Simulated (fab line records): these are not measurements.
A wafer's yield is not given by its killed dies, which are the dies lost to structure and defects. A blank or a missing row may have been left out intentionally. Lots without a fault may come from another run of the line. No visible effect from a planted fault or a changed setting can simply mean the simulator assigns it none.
fab line records    flow n5-finfet
record lots=24  wafers=72  last-day=17
route steps=1938 shown BEOL_M14@1755 BEOL_M15@1773
lots untouched by any fault: they come from a run of this same line in which no faults occurred
start-h: hours from the record's first day to the start of the lot's first wafer shown    wait-h: hours from the lot's prior step to this one    " same as the row above    L1.1+2: a single row standing in for several wafers    - either no value or no given start    * or withheld: withheld    < > ~ a bound
route shown NAME@n: a module of which the file shows steps, and the number in the route of the first    usual: mean/standard deviation of fault-free wafers    same: alike in all rows    chamber/n: place in a boat    sites: the reading at each site    _std_site: the values' standard deviation    _edge_site: mean of outer sites minus mean of inner sites    radius-mm: how far each site lies from the wafer's centre    mask NAME#n: copy n    behind: the tool/chamber that last shaped the wafer    hold: reason for holding the lot/hours on hold/outcome of the hold    device: the n, p or np transistor that did not switch    end of line: tests run on the same wafers once the route is complete    for a step that has no rows: nothing shown but its recipe    killed: not the wafer's yield, but the dies lost to structure and defects at the first sort    map: a wafer's dies, marking killed ones x, the rest . and places with no die _
set.NAME: the run value of the setting; set.NAME@STEP: its run value at that earlier step    model.NAME: the simulator's own value behind a step, which no gauge read
one table for each step of the route and one row for each wafer, over a sample of lots
services: a tool's chamber out of use, with start hour (start-h, from the record's first day; less than 0 if before it), hours out, and reason
## steps
# step N5_BEOL_M14_OCD_MEAS_35
# usual trench-depth-nm=555/6.1
lot.wafer  tool    chamber  start-h  wait-h  trench-depth-nm
L074.2     ocd-01  -        249.04   0.0     552
L074.3     "       -        "        "       556
L074.4     "       -        "        "       552
L075.1     ocd-01  -        260.86   0.0     551
L075.4     "       -        "        "       552
L075.5     "       -        "        "       552
L077.2     ocd-01  -        261.29   0.0     568
L077.3     "       -        "        "       563
L077.4     "       -        "        "       552
L079.1     ocd-01  -        264.53   0.0     562
L079.4     "       -        "        "       544
L079.6     "       -        "        "       560
L076.3     ocd-02  -        265.88   0.0     571
L076.5     "       -        "        "       563
L076.6     "       -        "        "       551
L078.1     ocd-01  -        268.39   0.0     557
L078.4     "       -        "        "       555
L078.5     "       -        "        "       553
L080.3     ocd-01  -        283.42   0.0     549
L080.4     "       -        "        "       554
L080.5     "       -        "        "       557
L082.1     ocd-02  -        288.87   0.0     548
L082.4     "       -        "        "       550
L082.6     "       -        "        "       565
L081.3     ocd-02  -        292.34   0.0     553
L081.5     "       -        "        "       557
L081.6     "       -        "        "       557
L083.1     ocd-02  -        297.75   0.0     564
L083.4     "       -        "        "       551
L083.5     "       -        "        "       564
L085.3     ocd-01  -        311.05   0.0     555
L085.5     "       -        "        "       554
L085.6     "       -        "        "       547
L086.1     ocd-01  -        316.68   0.0     550
L086.5     "       -        "        "       557
L086.6     "       -        "        "       557
L084.1     ocd-02  -        330.05   0.0     541
L084.2     "       -        "        "       551
L084.6     "       -        "        "       542
L088.2     ocd-01  -        330.57   0.0     548
L088.5     "       -        "        "       555
L088.6     "       -        "        "       549
L087.1     ocd-01  -        336.45   0.0     544
L087.2     "       -        "        "       550
L087.3     "       -        "        "       546
L089.1     ocd-01  -        341.37   0.0     554
L089.4     "       -        "        "       553
L089.6     "       -        "        "       556
L091.1     ocd-02  -        346.98   0.0     550
L091.2     "       -        "        "       553
L091.3     "       -        "        "       547
L090.2     ocd-01  -        347.83   0.0     546
L090.3     "       -        "        "       551
L090.6     "       -        "        "       560
L093.1     ocd-01  -        355.16   0.0     560
L093.5     "       -        "        "       570
L093.6     "       -        "        "       548
L092.2     ocd-02  -        362.00   0.0     562
L092.4     "       -        "        "       565
L092.5     "       -        "        "       554
L094.1     ocd-02  -        375.45   0.0     552
L094.3     "       -        "        "       559
L094.4     "       -        "        "       563
L095.2     ocd-02  -        375.85   0.0     559
L095.4     "       -        "        "       553
L095.5     "       -        "        "       555
L096.1     ocd-02  -        383.35   0.0     561
L096.3     "       -        "        "       564
L096.6     "       -        "        "       554
L097.3     ocd-02  -        390.43   0.0     556
L097.4     "       -        "        "       557
L097.6     "       -        "        "       557
# step N5_BEOL_M14_ETCH_38
# recipe chemistry=CF4/N2  target=SiCN  target-depth-a=1065  taper-deg=2  time-s=120.6  ion-energy-ev=150  mask-material=SiO2  pressure-mtorr=40  source-w=430  bias-w=70  Ar_flow_sccm=100  cf4-flow-sccm=60  n2-flow-sccm=60
# usual bias-w=69.97/0.21  drypump-motor-current-A=5.8/0.4  oes-product-au=0.80/0.075  rf-vpp-V=383.2/1.7  showerhead-plenum-p-Torr=2.24/0.062  throttle-valve-pct=15.27/0.24
lot.wafer  tool         chamber  start-h  wait-h  bias-w  drypump-motor-current-A  oes-product-au  rf-hours-counter-h  rf-vpp-V  showerhead-plenum-p-Torr  throttle-valve-pct
L074.2     rie-diel-04  1        -        -       69.67   6.0                      0.83            83                  382.7     2.24                      15.10
L074.3     "            0        "        "       70.00   5.4                      0.84            73                  383.1     2.23                      15.36
L074.4     "            3        "        "       70.49   5.6                      0.90            33                  383.0     2.25                      15.08
L075.1     rie-diel-05  0        -        -       69.75   5.1                      0.84            49                  387.1     2.33                      15.42
L075.4     "            3        "        "       70.04   5.9                      0.95            7                   381.0     2.17                      15.19
L075.5     "            0        "        "       69.60   5.1                      0.85            -                   386.2     2.33                      15.42
L077.2     rie-diel-06  1        -        -       69.84   6.4                      0.82            94                  384.3     2.32                      15.40
L077.3     "            2        "        "       69.98   5.6                      0.74            183                 379.5     2.11                      15.55
L077.4     "            3        "        "       70.02   6.6                      0.99            4                   385.6     2.35                      14.74
L079.1     rie-diel-06  3        -        -       70.37   6.6                      0.98            5                   384.7     2.35                      14.78
L079.4     "            0        "        "       70.15   5.9                      0.71            -                   381.8     2.19                      15.35
L079.6     "            2        "        "       70.04   5.6                      0.74            -                   380.8     2.11                      15.54
L076.3     rie-diel-05  0        -        -       70.10   5.1                      0.85            51                  387.2     2.33                      15.41
L076.5     "            2        "        "       70.25   5.8                      0.86            -                   384.0     2.24                      14.92
L076.6     "            3        "        "       69.88   5.9                      0.94            -                   381.0     2.17                      15.19
L078.1     rie-diel-04  2        -        -       69.85   5.9                      0.79            124                 383.4     2.22                      15.63
L078.4     "            3        "        "       69.75   5.6                      0.88            41                  382.0     2.24                      15.08
L078.5     "            1        "        "       69.93   6.0                      0.82            -                   382.2     2.23                      15.09
L080.3     rie-diel-04  0        -        -       70.05   5.4                      0.81            87                  382.5     2.23                      15.39
L080.4     "            1        "        "       69.80   6.0                      0.81            97                  382.1     2.23                      15.11
L080.5     "            3        "        "       70.00   5.6                      0.87            -                   382.1     2.24                      15.10
L082.1     rie-diel-05  3        -        -       70.04   5.9                      0.92            18                  381.7     2.17                      15.20
L082.4     "            0        "        "       70.07   5.0                      0.83            60                  385.6     2.33                      15.44
L082.6     "            1        "        "       69.71   5.7                      0.70            -                   384.1     2.29                      15.34
L081.3     rie-diel-06  3        -        -       70.22   6.6                      0.94            14                  385.2     2.34                      14.79
L081.5     "            3        "        "       69.91   6.6                      0.95            -                   384.6     2.34                      14.78
L081.6     "            0        "        "       69.68   5.9                      0.70            -                   381.0     2.19                      15.37
L083.1     rie-diel-06  1        -        -       69.87   6.4                      0.82            104                 384.8     2.31                      15.41
L083.4     "            0        "        "       70.03   5.9                      0.70            -                   382.5     2.19                      15.38
L083.5     "            1        "        "       70.27   6.5                      0.81            -                   384.3     2.31                      15.41
L085.3     rie-diel-05  0        -        -       69.84   5.1                      0.82            69                  384.6     2.32                      15.45
L085.5     "            3        "        "       70.00   5.9                      0.90            -                   381.4     2.16                      15.22
L085.6     "            2        "        "       69.78   5.8                      0.84            -                   381.7     2.23                      14.97
L086.1     rie-diel-04  1        -        -       70.29   6.0                      0.80            110                 383.2     2.23                      15.14
L086.5     "            0        "        "       70.06   5.4                      0.81            -                   383.2     2.23                      15.42
L086.6     "            3        "        "       70.48   5.6                      0.85            -                   384.5     2.24                      15.11
L084.1     rie-diel-06  1        -        -       69.98   6.5                      0.81            113                 385.5     2.31                      15.43
L084.2     "            2        "        "       69.75   5.6                      0.72            203                 378.0     2.10                      15.58
L084.6     "            3        "        "       69.91   6.6                      0.91            -                   384.9     2.34                      14.80
L088.2     rie-diel-06  2        -        -       69.63   5.6                      0.73            204                 379.4     2.10                      15.55
L088.5     "            3        "        "       69.86   6.6                      0.92            -                   386.0     2.34                      14.81
L088.6     "            2        "        "       70.04   5.7                      0.73            -                   379.7     2.10                      15.58
L087.1     rie-diel-04  0        -        -       69.78   5.5                      0.80            105                 382.4     2.22                      15.44
L087.2     "            1        "        "       70.08   6.0                      0.79            116                 383.4     2.22                      15.16
L087.3     "            2        "        "       70.35   5.9                      0.77            148                 383.1     2.21                      15.68
L089.1     rie-diel-05  2        -        -       69.98   5.8                      0.82            87                  381.8     2.23                      14.98
L089.4     "            2        "        "       69.95   5.8                      0.81            -                   383.6     2.23                      14.99
L089.6     "            1        "        "       69.82   5.6                      0.69            -                   383.9     2.28                      15.38
L091.1     rie-diel-04  1        -        -       69.94   6.0                      0.79            119                 382.8     2.22                      15.15
L091.2     "            2        "        "       70.14   5.9                      0.76            150                 381.5     2.21                      15.69
L091.3     "            3        "        "       70.29   5.6                      0.84            67                  383.4     2.23                      15.14
L090.2     rie-diel-04  0        -        -       70.07   5.4                      0.80            109                 381.9     2.22                      15.45
L090.3     "            3        "        "       69.96   5.6                      0.84            68                  383.8     2.23                      15.14
L090.6     "            3        "        "       69.92   5.6                      0.84            -                   382.7     2.23                      15.14
L093.1     rie-diel-05  1        -        -       69.93   5.7                      0.69            209                 383.7     2.28                      15.41
L093.5     "            3        "        "       69.95   5.9                      0.87            -                   381.3     2.16                      15.25
L093.6     "            2        "        "       70.14   5.8                      0.81            -                   383.8     2.22                      15.00
L092.2     rie-diel-06  1        -        -       70.03   6.4                      0.79            124                 385.1     2.31                      15.44
L092.4     "            2        "        "       70.26   5.6                      0.71            214                 379.0     2.10                      15.60
L092.5     "            2        "        "       70.14   5.6                      0.71            -                   380.1     2.10                      15.59
L094.1     rie-diel-05  0        -        -       70.10   5.1                      0.79            89                  385.2     2.32                      15.50
L094.3     "            1        "        "       69.74   5.7                      0.67            218                 384.4     2.27                      15.41
L094.4     "            1        "        "       69.95   5.7                      0.68            -                   385.8     2.27                      15.41
L095.2     rie-diel-05  0        -        -       69.95   5.1                      0.80            89                  386.1     2.32                      15.50
L095.4     "            1        "        "       69.92   5.7                      0.68            -                   384.3     2.27                      15.41
L095.5     "            2        "        "       70.43   5.8                      0.80            -                   382.6     2.22                      15.02
L096.1     rie-diel-05  2        -        -       69.69   5.8                      0.79            107                 383.6     2.22                      15.02
L096.3     "            0        "        "       70.03   5.1                      0.78            94                  385.4     2.32                      15.50
L096.6     "            1        "        "       69.75   5.7                      0.67            -                   385.8     2.27                      15.43
L097.3     rie-diel-04  1        -        -       70.03   6.0                      0.76            140                 382.3     2.21                      15.21
L097.4     "            3        "        "       70.04   5.6                      0.81            89                  383.2     2.23                      15.19
L097.6     "            0        "        "       70.19   5.4                      0.79            -                   381.6     2.22                      15.45
# step N5_BEOL_M14_DEP_53
# recipe material=SiCN  target-thk-a=500  temp-c=withheld  precursor=3MS/NH3  pressure-torr=3  rf-w=675  time-s=17.8
# usual showerhead-plenum-p-Torr=4.174/0.012  throttle-valve-pct=17.7/0.71
lot.wafer  tool      chamber  start-h  wait-h  showerhead-plenum-p-Torr  throttle-valve-pct
L074.2     pecvd-03  0        250.76   0.0     4.189                     17.4
L074.3     "         1        "        "       4.185                     17.7
L074.4     "         2        "        "       4.179                     17.3
L075.1     pecvd-03  2        263.37   0.0     4.172                     17.4
L075.4     "         0        "        "       4.194                     17.2
L075.5     "         1        "        "       4.192                     17.6
L077.2     pecvd-03  2        263.63   0.0     4.180                     17.3
L077.3     "         1        "        "       4.190                     17.8
L077.4     "         1        "        "       4.184                     17.8
L079.1     pecvd-01  2        266.17   0.0     4.157                     17.1
L079.4     "         1        "        "       4.170                     17.7
L079.6     "         0        "        "       4.169                     18.9
L076.3     pecvd-04  0        268.42   0.0     4.204                     17.9
L076.5     "         2        "        "       4.177                     17.4
L076.6     "         1        "        "       4.157                     16.4
L078.1     pecvd-01  2        271.82   0.0     4.164                     17.0
L078.4     "         2        "        "       4.154                     17.2
L078.5     "         0        "        "       4.168                     19.0
L080.3     pecvd-03  2        285.50   0.0     4.175                     17.3
L080.4     "         0        "        "       4.195                     17.3
L080.5     "         2        "        "       4.166                     17.4
L082.1     pecvd-01  2        290.46   0.0     4.148                     17.7
L082.4     "         2        "        "       4.165                     17.1
L082.6     "         2        "        "       4.157                     17.7
L081.3     pecvd-01  2        294.55   0.1     4.167                     17.5
L081.5     "         2        "        "       4.165                     17.5
L081.6     "         2        "        "       4.159                     17.5
L083.1     pecvd-01  2        302.19   0.0     4.165                     17.6
L083.4     "         2        "        "       4.167                     17.4
L083.5     "         2        "        "       4.155                     17.7
L085.3     pecvd-03  2        314.13   0.0     4.182                     17.5
L085.5     "         0        "        "       4.182                     17.3
L085.6     "         1        "        "       4.190                     17.6
L086.1     pecvd-03  2        319.04   0.0     4.172                     17.4
L086.5     "         2        "        "       4.181                     17.4
L086.6     "         1        "        "       4.194                     17.8
L084.1     pecvd-01  1        336.79   0.0     4.175                     17.6
L084.2     "         2        "        "       4.165                     17.4
L084.6     "         1        "        "       4.174                     18.1
L088.2     pecvd-04  2        338.29   0.0     4.168                     17.3
L088.5     "         0        "        "       4.191                     17.8
L088.6     "         2        "        "       4.155                     17.2
L087.1     pecvd-01  1        339.46   0.0     4.172                     17.8
L087.2     "         2        "        "       4.165                     17.7
L087.3     "         0        "        "       4.174                     19.2
L089.1     pecvd-01  1        343.96   0.0     4.169                     17.7
L089.4     "         1        "        "       4.168                     17.8
L089.6     "         2        "        "       4.160                     17.3
L091.1     pecvd-01  1        350.55   0.0     4.156                     17.7
L091.2     "         0        "        "       4.178                     18.9
L091.3     "         2        "        "       4.149                     17.5
L090.2     pecvd-03  1        351.54   0.0     4.176                     17.7
L090.3     "         2        "        "       4.169                     17.4
L090.6     "         0        "        "       4.181                     17.2
L093.1     pecvd-04  2        358.72   0.0     4.170                     17.5
L093.5     "         0        "        "       4.188                     18.0
L093.6     "         1        "        "       4.172                     16.7
L092.2     pecvd-04  0        365.33   0.0     4.186                     17.9
L092.4     "         0        "        "       4.189                     18.1
L092.5     "         2        "        "       4.174                     17.3
L094.1     pecvd-01  2        377.33   0.0     4.160                     17.4
L094.3     "         0        "        "       4.172                     19.4
L094.4     "         2        "        "       4.159                     17.7
L095.2     pecvd-03  2        377.49   0.0     4.186                     17.6
L095.4     "         2        "        "       4.177                     17.4
L095.5     "         0        "        "       4.204                     17.1
L096.1     pecvd-04  0        387.28   0.0     4.192                     17.9
L096.3     "         2        "        "       4.167                     17.3
L096.6     "         0        "        "       4.183                     18.2
L097.3     pecvd-01  2        395.64   0.0     4.163                     17.6
L097.4     "         0        "        "       4.175                     19.4
L097.6     "         2        "        "       4.158                     17.3
# step N5_BEOL_M15_ILD_DEP_00
# recipe material=SiO2  target-thk-a=16293  temp-c=400  precursor=TEOS/O2  pressure-torr=6.5  rf-w=900  teos-flow-sccm=161.4  gas=O2  flow-sccm=2650  time-s=346.1
# usual heater-power-w=543/120  showerhead-plenum-p-Torr=8.34/0.038  throttle-valve-pct=18.7/1.3
lot.wafer  tool      chamber  start-h  wait-h  heater-power-w  showerhead-plenum-p-Torr  throttle-valve-pct
L074.2     pecvd-02  2        250.89   0.0     438             8.38                      17.2
L074.3     "         1        "        "       472             8.33                      19.9
L074.4     "         1        "        "       545             8.31                      19.9
L075.1     pecvd-01  0        263.50   0.0     639             8.35                      19.8
L075.4     "         2        "        "       589             8.34                      17.9
L075.5     "         0        "        "       477             8.39                      19.7
L077.2     pecvd-02  2        263.76   0.0     403             8.36                      17.3
L077.3     "         0        "        "       740             8.28                      20.4
L077.4     "         1        "        "       532             8.34                      19.8
L079.1     pecvd-02  1        266.30   0.0     513             8.31                      20.0
L079.4     "         0        "        "       784             8.28                      20.7
L079.6     "         1        "        "       416             8.32                      19.9
L076.3     pecvd-01  1        268.55   0.0     537             8.37                      18.4
L076.5     "         2        "        "       445             8.37                      18.0
L076.6     "         0        "        "       490             8.37                      19.8
L078.1     pecvd-04  1        271.95   0.0     662             8.35                      17.2
L078.4     "         2        "        "       397             8.36                      17.8
L078.5     "         0        "        "       656             8.38                      18.2
L080.3     pecvd-02  1        285.63   0.0     527             8.34                      19.8
L080.4     "         0        "        "       623             8.29                      20.6
L080.5     "         2        "        "       436             8.37                      17.7
L082.1     pecvd-02  0        290.61   0.0     650             8.29                      20.7
L082.4     "         2        "        "       439             8.36                      17.0
L082.6     "         1        "        "       543             8.34                      19.8
L081.3     pecvd-04  1        294.71   0.0     607             8.37                      16.8
L081.5     "         2        "        "       404             8.34                      17.8
L081.6     "         0        "        "       494             8.39                      18.4
L083.1     pecvd-01  0        302.34   0.0     556             8.37                      19.8
L083.4     "         0        "        "       624             8.36                      20.1
L083.5     "         0        "        "       491             8.36                      20.0
L085.3     pecvd-01  1        314.26   0.0     481             8.36                      18.4
L085.5     "         2        "        "       436             8.35                      17.9
L085.6     "         0        "        "       641             8.37                      19.8
L086.1     pecvd-04  0        319.19   0.0     561             8.39                      18.4
L086.5     "         1        "        "       519             8.34                      17.0
L086.6     "         2        "        "       516             8.36                      17.9
L084.1     pecvd-04  2        336.92   0.0     446             8.37                      18.1
L084.2     "         0        "        "       639             8.39                      18.5
L084.6     "         0        "        "       504             8.39                      18.2
L088.2     pecvd-02  0        338.42   0.0     706             8.26                      20.9
L088.5     "         1        "        "       550             8.32                      19.7
L088.6     "         0        "        "       776             8.25                      21.0
L087.1     pecvd-04  0        339.59   0.0     607             8.40                      18.5
L087.2     "         2        "        "       473             8.35                      17.8
L087.3     "         1        "        "       650             8.36                      17.4
L089.1     pecvd-04  0        344.09   0.0     623             8.40                      18.5
L089.4     "         1        "        "       518             8.36                      17.1
L089.6     "         0        "        "       498             8.38                      18.4
L091.1     pecvd-04  1        350.68   0.0     591             8.35                      17.2
L091.2     "         2        "        "       531             8.35                      17.7
L091.3     "         0        "        "       558             8.38                      18.5
L090.2     pecvd-02  0        351.67   0.0     806             8.28                      20.5
L090.3     "         2        "        "       461             8.38                      17.5
L090.6     "         2        "        "       331             8.38                      17.4
L093.1     pecvd-02  2        358.85   0.0     386             8.36                      17.2
L093.5     "         1        "        "       562             8.35                      19.9
L093.6     "         2        "        "       436             8.39                      17.4
L092.2     pecvd-02  2        365.46   0.0     357             8.36                      17.3
L092.4     "         0        "        "       763             8.25                      20.7
L092.5     "         1        "        "       576             8.32                      20.0
L094.1     pecvd-04  1        377.46   0.0     653             8.36                      17.4
L094.3     "         2        "        "       508             8.37                      18.0
L094.4     "         0        "        "       502             8.37                      18.6
L095.2     pecvd-02  1        377.62   0.0     476             8.33                      19.9
L095.4     "         0        "        "       632             8.28                      20.7
L095.5     "         1        "        "       547             8.34                      19.8
L096.1     pecvd-02  2        387.41   0.0     407             8.36                      17.4
L096.3     "         1        "        "       472             8.33                      19.8
L096.6     "         2        "        "       452             8.34                      17.5
L097.3     pecvd-02  1        395.77   0.0     511             8.31                      19.9
L097.4     "         2        "        "       323             8.38                      17.6
L097.6     "         1        "        "       414             8.32                      19.9
# step N5_BEOL_M15_OVL_MEAS_29
# recipe points-per-wafer=44
# usual M15_OVL=-1/5
lot.wafer  tool        chamber  start-h  wait-h  M15_OVL[nm]
L074.2     overlay-02  0        253.14   0.0     -3
L074.3     "           0        "        "       -1
L074.4     "           0        "        "       -9
L075.1     overlay-02  0        265.70   0.0     4
L075.4     "           0        "        "       -2
L075.5     "           0        "        "       -3
L077.2     overlay-02  0        266.10   0.0     1
L077.3     "           0        "        "       -2
L077.4     "           0        "        "       3
L079.1     overlay-01  0        268.51   0.0     13
L079.4     "           0        "        "       11
L079.6     "           0        "        "       8
L076.3     overlay-01  0        270.72   0.0     -5
L076.5     "           0        "        "       3
L076.6     "           0        "        "       -8
L078.1     overlay-02  0        274.29   0.0     7
L078.4     "           0        "        "       -1
L078.5     "           0        "        "       2
L080.3     overlay-02  0        287.94   0.0     -9
L080.4     "           0        "        "       1
L080.5     "           0        "        "       -5
L082.1     overlay-02  0        292.89   0.0     0
L082.4     "           0        "        "       5
L082.6     "           0        "        "       1
L081.3     overlay-01  0        296.89   0.0     -3
L081.5     "           0        "        "       2
L081.6     "           0        "        "       -1
L083.1     overlay-01  0        304.62   0.0     -3
L083.4     "           0        "        "       -9
L083.5     "           0        "        "       -4
L085.3     overlay-01  0        316.31   0.0     3
L085.5     "           0        "        "       3
L085.6     "           0        "        "       0
L086.1     overlay-02  0        321.76   0.0     5
L086.5     "           0        "        "       -2
L086.6     "           0        "        "       -2
L084.1     overlay-02  0        338.98   0.0     -4
L084.2     "           0        "        "       -11
L084.6     "           0        "        "       -8
L088.2     overlay-02  0        340.53   0.0     0
L088.5     "           0        "        "       4
L088.6     "           0        "        "       -5
L087.1     overlay-01  0        342.30   0.0     -5
L087.2     "           0        "        "       -3
L087.3     "           0        "        "       -3
L089.1     overlay-01  0        346.38   0.0     6
L089.4     "           0        "        "       4
L089.6     "           0        "        "       2
L091.1     overlay-01  0        352.87   0.0     -8
L091.2     "           0        "        "       0
L091.3     "           0        "        "       -5
L090.2     overlay-01  0        353.77   0.0     -4
L090.3     "           0        "        "       -5
L090.6     "           0        "        "       -5
L093.1     overlay-01  0        361.65   0.0     9
L093.5     "           0        "        "       -1
L093.6     "           0        "        "       2
L092.2     overlay-01  0        367.79   0.0     -5
L092.4     "           0        "        "       -5
L092.5     "           0        "        "       -9
L094.1     overlay-01  0        379.63   0.0     0
L094.3     "           0        "        "       7
L094.4     "           0        "        "       5
L095.2     overlay-02  0        379.99   0.0     -2
L095.4     "           0        "        "       -1
L095.5     "           0        "        "       -8
L096.1     overlay-02  0        389.74   0.0     0
L096.3     "           0        "        "       2
L096.6     "           0        "        "       -12
L097.3     overlay-02  0        397.94   0.0     5
L097.4     "           0        "        "       0
L097.6     "           0        "        "       1
# step N5_BEOL_M15_SPUTTER_43
# recipe material=TaN  target-thk-a=150  temp-c=50  bias-v=168.6  power-w=15000  chamber-pressure-pa=0.12  time-s=24.19
# usual throttle-valve-pct=30.2/0.88
lot.wafer  tool            chamber  start-h  wait-h  throttle-valve-pct
L074.2     pvd-sputter-03  -        256.63   0.0     30.5
L074.3     "               -        "        "       30.9
L074.4     "               -        "        "       30.0
L075.1     pvd-sputter-01  -        267.27   0.0     30.3
L075.4     "               -        "        "       29.1
L075.5     "               -        "        "       30.2
L077.2     pvd-sputter-01  -        268.37   0.0     29.0
L077.3     "               -        "        "       31.0
L077.4     "               -        "        "       31.6
L079.1     pvd-sputter-03  -        271.45   0.0     30.3
L079.4     "               -        "        "       28.6
L079.6     "               -        "        "       30.7
L076.3     pvd-sputter-03  -        271.85   0.0     30.9
L076.5     "               -        "        "       30.9
L076.6     "               -        "        "       30.6
L078.1     pvd-sputter-03  -        276.79   0.0     30.5
L078.4     "               -        "        "       30.3
L078.5     "               -        "        "       31.0
L080.3     pvd-sputter-03  -        288.91   0.0     30.8
L080.4     "               -        "        "       30.4
L080.5     "               -        "        "       28.7
L082.1     pvd-sputter-03  -        293.97   0.0     30.2
L082.4     "               -        "        "       28.4
L082.6     "               -        "        "       28.5
L081.3     pvd-sputter-03  -        300.64   0.0     30.9
L081.5     "               -        "        "       30.8
L081.6     "               -        "        "       30.0
L083.1     pvd-sputter-03  -        308.26   0.0     28.6
L083.4     "               -        "        "       30.5
L083.5     "               -        "        "       28.7
L085.3     pvd-sputter-03  -        318.30   0.0     30.0
L085.5     "               -        "        "       31.1
L085.6     "               -        "        "       30.2
L086.1     pvd-sputter-02  -        325.73   0.0     31.3
L086.5     "               -        "        "       29.8
L086.6     "               -        "        "       31.4
L084.1     pvd-sputter-02  -        340.12   0.0     30.2
L084.2     "               -        "        "       29.5
L084.6     "               -        "        "       30.2
L088.2     pvd-sputter-03  -        343.70   0.0     31.2
L088.5     "               -        "        "       30.9
L088.6     "               -        "        "       30.3
L087.1     pvd-sputter-02  -        344.22   0.0     29.6
L087.2     "               -        "        "       31.2
L087.3     "               -        "        "       30.0
L089.1     pvd-sputter-03  -        349.68   0.0     28.4
L089.4     "               -        "        "       30.4
L089.6     "               -        "        "       31.0
L091.1     pvd-sputter-03  -        355.86   0.0     30.2
L091.2     "               -        "        "       30.9
L091.3     "               -        "        "       28.5
L090.2     pvd-sputter-02  -        356.19   0.0     30.3
L090.3     "               -        "        "       29.3
L090.6     "               -        "        "       31.4
L093.1     pvd-sputter-03  -        363.58   0.0     31.1
L093.5     "               -        "        "       31.1
L093.6     "               -        "        "       30.3
L092.2     pvd-sputter-02  -        374.73   0.0     29.7
L092.4     "               -        "        "       29.6
L092.5     "               -        "        "       29.5
L094.1     pvd-sputter-03  -        382.16   0.0     30.6
L094.3     "               -        "        "       30.0
L094.4     "               -        "        "       28.4
L095.2     pvd-sputter-03  -        382.96   0.0     30.5
L095.4     "               -        "        "       28.5
L095.5     "               -        "        "       30.5
L096.1     pvd-sputter-02  -        395.99   0.0     31.0
L096.3     "               -        "        "       29.5
L096.6     "               -        "        "       30.1
L097.3     pvd-sputter-03  -        399.24   0.0     31.1
L097.4     "               -        "        "       28.5
L097.6     "               -        "        "       30.0
## services
tool            chamber  start-h  hours  kind
pecvd-01        2        240.38   2.1    scheduled-down
pecvd-03        -        268.76   0.7    repair
pecvd-03        -        270.53   0.7    repair
pecvd-03        2        273.06   3.7    repair
pecvd-02        2        273.24   6.8    repair
pecvd-01        1        289.93   18.0   repair
pecvd-01        0        293.05   6.1    repair
pvd-sputter-01  -        300.26   1.2    repair
pecvd-03        -        307.08   2.8    pm
rie-diel-04     0        314.36   2.7    repair
pecvd-03        0        315.04   5.0    scheduled-down
pecvd-01        2        315.64   3.9    repair
pecvd-01        -        318.23   0.4    repair
pecvd-01        2        320.63   5.5    scheduled-down
pvd-sputter-01  -        330.77   4.0    repair
rie-diel-05     0        344.58   14.1   repair
rie-diel-04     -        351.06   0.5    repair
rie-diel-04     0        359.64   29.0   repair
rie-diel-05     3        360.97   47.8   repair
rie-diel-05     -        365.03   0.5    repair
rie-diel-06     -        376.19   2.8    pm
pvd-sputter-02  -        390.31   1.5    repair
pvd-sputter-01  -        398.06   0.6    repair
rie-diel-05     2        398.79   3.2    repair
## key
fault none
